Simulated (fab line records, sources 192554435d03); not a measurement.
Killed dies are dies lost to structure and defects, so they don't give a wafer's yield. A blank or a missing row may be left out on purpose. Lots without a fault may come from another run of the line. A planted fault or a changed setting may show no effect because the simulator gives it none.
fab line records | flow n5_finfet | part 2 of 2: steps 5 to 6 of 6
record lots=24 wafers=72 last_day=20
route steps=1938 shown ZERO_LAYER@4 PMOS_HMC_CHANNEL_EPI@70 FIN_SAQP@127
lots that met no fault: from a run of the same line without faults
start_h: hours from the record's first day to the start of the lot's first wafer shown | wait_h: hours since the lot's step before | " the same as in the row above | L1.1+2: a row that stands for several wafers | - no value, or no start given | * or withheld: withheld | < > ~ a bound
route shown NAME@n: a module of which the file shows steps, and the number in the route of the first | usual: mean/standard deviation of fault-free wafers | same: alike in all rows | chamber/n: place in a boat | sites: the reading at each site | _std_site: their standard deviation | _edge_site: outer sites' mean less inner sites' | radius_mm: how far each site lies from the wafer's centre | mask NAME#n: copy n | behind: the tool/chamber that last shaped the wafer | hold: why the lot was held/for how many hours/how that ended | device: the transistor (n, p or np) that didn't switch | end of line: the same wafers' tests at the end of the route | a step without rows: its recipe alone | killed: dies lost to structure and defects at the first sort, not the wafer's yield | map: a wafer's dies, x killed, . not, _ none there
set.NAME: the setting as run; set.NAME@STEP: as run at that earlier step | model.NAME: the simulator's own value behind a step, which no gauge read
steps of the route over a sample of lots; a table a step, a row a wafer
services: from which hour (start_h, from the record's first day; less than 0 if before it) a tool's chamber was out of use, for how many hours, and why
## steps
# step N5_FIN_SAQP_MANDREL1_REMOVE_56
# recipe chemistry=HBr/Cl2/O2 bt_time_s=10 target=a-Si stop_on=SiNx endpoint=OES-SiCl over_etch_frac=1 icp_w=600 bias_w=22 HBr_flow_sccm=150 Cl2_flow_sccm=80 O2_flow_sccm=5 pressure_mtorr=10
# usual drypump_motor_current_A=5.7/0.46 oes_product_au=1.001/0.023 throttle_valve_pct=36.6/0.44
# columns lot.wafer tool chamber start_h wait_h drypump_motor_current_A oes_product_au rf_hours_counter_h throttle_valve_pct
L074.2 rie_si-01 3 26.26 0.1 5.5 0.968 129 37.1
L074.3 " 0 " " 5.9 0.997 187 37.0
L074.5 " 3 " " 5.5 0.978 - 37.1
L075.3 rie_si-01 0 30.46 0.1 5.9 1.002 187 37.0
L075.5 " 1 " " 5.1 1.024 - 36.5
L075.6 " 2 " " 4.9 0.968 - 36.5
L076.1 rie_si-02 2 35.74 0.1 5.8 1.038 126 37.0
L076.4 " 0 " " 5.5 1.010 3 36.0
L076.5 " 2 " " 5.8 1.037 - 37.0
L077.1 rie_si-06 2 43.40 0.1 5.1 1.035 1 36.7
L077.4 " 3 " " 5.5 1.017 82 37.8
L077.5 " 0 " " 5.5 1.003 - 36.2
L078.1 rie_si-02 0 48.17 0.1 5.6 1.025 3 36.0
L078.3 " 1 " " 5.8 0.979 62 36.1
L078.6 " 0 " " 5.5 1.009 - 36.0
L079.1 rie_si-02 3 54.87 0.1 6.5 0.983 2 36.8
L079.4 " 2 " " 5.8 1.046 126 37.0
L079.6 " 3 " " 6.5 0.988 - 36.8
L080.1 rie_si-02 3 59.68 0.1 6.5 0.982 3 36.8
L080.3 " 0 " " 5.6 1.022 3 36.0
L080.6 " 0 " " 5.6 1.020 - 36.0
L081.2 rie_si-02 1 65.94 0.1 5.8 0.978 62 36.1
L081.3 " 3 " " 6.5 0.990 3 36.8
L081.4 " 2 " " 5.8 1.034 126 37.0
L082.2 rie_si-01 0 72.53 0.1 6.0 1.013 188 37.0
L082.4 " 1 " " 5.0 1.024 58 36.5
L082.5 " 0 " " 6.0 1.002 - 37.0
L083.2 rie_si-02 1 79.80 0.1 5.8 0.984 62 36.2
L083.5 " 3 " " 6.5 0.983 - 36.8
L083.6 " 2 " " 5.8 1.029 - 37.0
L084.1 rie_si-01 2 84.31 0.1 4.9 0.981 120 36.5
L084.4 " 3 " " 5.4 0.988 130 37.1
L084.6 " 0 " " 5.9 1.001 - 37.0
L085.1 rie_si-02 0 89.89 0.1 5.5 1.028 4 36.0
L085.2 " 2 " " 5.8 1.050 127 37.0
L085.4 " 3 " " 6.5 0.976 3 36.8
L086.2 rie_si-02 2 97.77 0.1 5.8 1.030 127 37.0
L086.4 " 3 " " 6.5 0.972 3 36.8
L086.6 " 3 " " 6.5 0.969 - 36.8
L087.1 rie_si-02 0 102.58 0.1 5.6 1.007 4 36.0
L087.2 " 3 " " 6.5 0.980 4 36.8
L087.4 " 1 " " 5.8 0.981 63 36.1
L088.1 rie_si-02 0 107.81 0.1 5.5 1.018 4 36.0
L088.2 " 3 " " 6.5 0.989 4 36.8
L088.6 " 3 " " 6.5 0.988 - 36.8
L089.1 rie_si-06 1 114.52 0.1 5.4 0.995 129 36.9
L089.2 " 3 " " 5.5 1.022 84 37.8
L089.6 " 2 " " 5.1 1.027 - 36.7
L090.1 rie_si-02 2 119.52 0.1 5.8 1.033 127 37.0
L090.3 " 3 " " 6.5 0.975 4 36.8
L090.5 " 0 " " 5.6 1.015 - 36.0
L091.1 rie_si-02 0 126.98 0.1 5.5 1.016 4 36.0
L091.4 " 2 " " 5.8 1.034 127 37.0
L091.5 " 2 " " 5.8 1.029 - 37.0
L092.1 rie_si-06 0 132.40 0.1 5.5 0.988 50 36.2
L092.3 " 3 " " 5.5 1.016 84 37.8
L092.5 " 3 " " 5.5 1.013 - 37.8
L093.3 rie_si-02 0 137.85 0.1 5.5 1.032 5 36.0
L093.4 " 3 " " 6.5 0.974 4 36.8
L093.6 " 0 " " 5.5 1.017 - 36.0
L094.4 rie_si-01 2 144.55 0.1 4.9 0.978 121 36.5
L094.5 " 3 " " 5.5 0.973 - 37.1
L094.6 " 2 " " 4.9 0.971 - 36.5
L095.2 rie_si-01 3 149.43 0.1 5.4 0.986 132 37.1
L095.4 " 0 " " 5.9 1.006 189 37.0
L095.5 " 1 " " 5.1 1.045 - 36.5
L096.2 rie_si-01 0 157.46 0.1 5.9 1.006 189 37.0
L096.3 " 2 " " 4.9 0.973 122 36.5
L096.4 " 3 " " 5.5 0.984 132 37.1
L097.1 rie_si-02 0 161.96 0.1 5.6 1.015 5 36.0
L097.4 " 1 " " 5.7 0.982 63 36.1
L097.6 " 2 " " 5.8 1.018 - 37.0
# step N5_FIN_SAQP_CD_MEAS_27
# recipe target_cd_nm=20 landing_energy_ev=1000 detector=se_inlens polarity=line
# usual cd_nm=20.32/0.26
# columns lot.wafer tool chamber start_h wait_h cd_nm
L074.2 cd_sem-03 0 26.37 0.1 20.53
L074.3 " 0 " " 20.31
L074.5 " 0 " " 20.59
L075.3 cd_sem-03 0 30.58 0.1 20.22
L075.5 " 0 " " 20.83
L075.6 " 0 " " 20.26
L076.1 cd_sem-03 0 35.85 0.1 20.69
L076.4 " 0 " " 20.46
L076.5 " 0 " " 20.41
L077.1 cd_sem-02 0 43.51 0.1 20.19
L077.4 " 0 " " 20.17
L077.5 " 0 " " 19.89
L078.1 cd_sem-01 0 48.28 0.1 20.65
L078.3 " 0 " " 20.77
L078.6 " 0 " " 20.60
L079.1 cd_sem-01 0 54.98 0.1 19.64
L079.4 " 0 " " 20.19
L079.6 " 0 " " 20.24
L080.1 cd_sem-01 0 59.79 0.1 20.36
L080.3 " 0 " " 20.26
L080.6 " 0 " " 20.36
L081.2 cd_sem-01 0 66.05 0.1 20.15
L081.3 " 0 " " 20.39
L081.4 " 0 " " 20.11
L082.2 cd_sem-03 0 72.64 0.1 19.87
L082.4 " 0 " " 20.53
L082.5 " 0 " " 19.97
L083.2 cd_sem-02 0 79.92 0.1 20.70
L083.5 " 0 " " 20.48
L083.6 " 0 " " 20.54
L084.1 cd_sem-01 0 84.42 0.1 20.53
L084.4 " 0 " " 20.26
L084.6 " 0 " " 19.97
L085.1 cd_sem-01 0 90.00 0.1 20.34
L085.2 " 0 " " 20.19
L085.4 " 0 " " 20.16
L086.2 cd_sem-02 0 97.88 0.1 20.10
L086.4 " 0 " " 20.16
L086.6 " 0 " " 20.03
L087.1 cd_sem-01 0 102.69 0.1 20.26
L087.2 " 0 " " 20.48
L087.4 " 0 " " 20.15
L088.1 cd_sem-02 0 107.92 0.1 20.19
L088.2 " 0 " " 20.29
L088.6 " 0 " " 20.47
L089.1 cd_sem-03 0 114.63 0.1 20.44
L089.2 " 0 " " 19.95
L089.6 " 0 " " 20.03
L090.1 cd_sem-01 0 119.63 0.1 19.97
L090.3 " 0 " " 20.25
L090.5 " 0 " " 20.03
L091.1 cd_sem-01 0 127.09 0.1 20.20
L091.4 " 0 " " 20.48
L091.5 " 0 " " 20.55
L092.1 cd_sem-01 0 132.52 0.1 20.14
L092.3 " 0 " " 20.41
L092.5 " 0 " " 20.25
L093.3 cd_sem-03 0 137.97 0.1 20.31
L093.4 " 0 " " 20.58
L093.6 " 0 " " 20.36
L094.4 cd_sem-02 0 144.67 0.1 20.52
L094.5 " 0 " " 20.18
L094.6 " 0 " " 20.35
L095.2 cd_sem-01 0 149.54 0.1 20.31
L095.4 " 0 " " 20.33
L095.5 " 0 " " 20.11
L096.2 cd_sem-01 0 157.57 0.1 19.94
L096.3 " 0 " " 20.09
L096.4 " 0 " " 19.89
L097.1 cd_sem-03 0 162.07 0.1 20.09
L097.4 " 0 " " 20.04
L097.6 " 0 " " 20.38
## services
# columns tool chamber start_h hours kind
rie_diel-03 1 -7.87 5.8 repair
rie_diel-02 2 -2.77 2.0 repair
pecvd-02 0 5.89 5.6 repair
rie_diel-02 1 6.16 3.1 repair
rie_si-01 - 6.72 2.8 pm
pecvd-03 2 18.99 4.6 repair
rie_diel-03 3 22.47 5.6 repair
rie_si-02 - 23.93 2.8 pm
rie_diel-03 - 24.05 0.2 repair
rie_diel-06 - 46.09 0.8 repair
pecvd-03 - 47.65 2.0 repair
rie_si-06 - 74.70 2.8 pm
pecvd-04 - 76.05 15.3 repair
pecvd-02 0 79.29 4.8 repair
rie_si-01 - 98.96 0.4 repair
rie_diel-02 2 105.66 4.1 repair
pecvd-02 - 107.90 2.6 repair
rie_diel-02 0 109.46 16.2 repair
rie_diel-02 3 114.40 6.5 repair
rie_diel-03 1 114.46 10.7 repair
pecvd-03 0 133.11 3.9 repair
pecvd-04 - 137.39 14.6 pm
rie_diel-03 3 139.89 3.5 repair
rie_si-02 - 140.24 21.3 repair
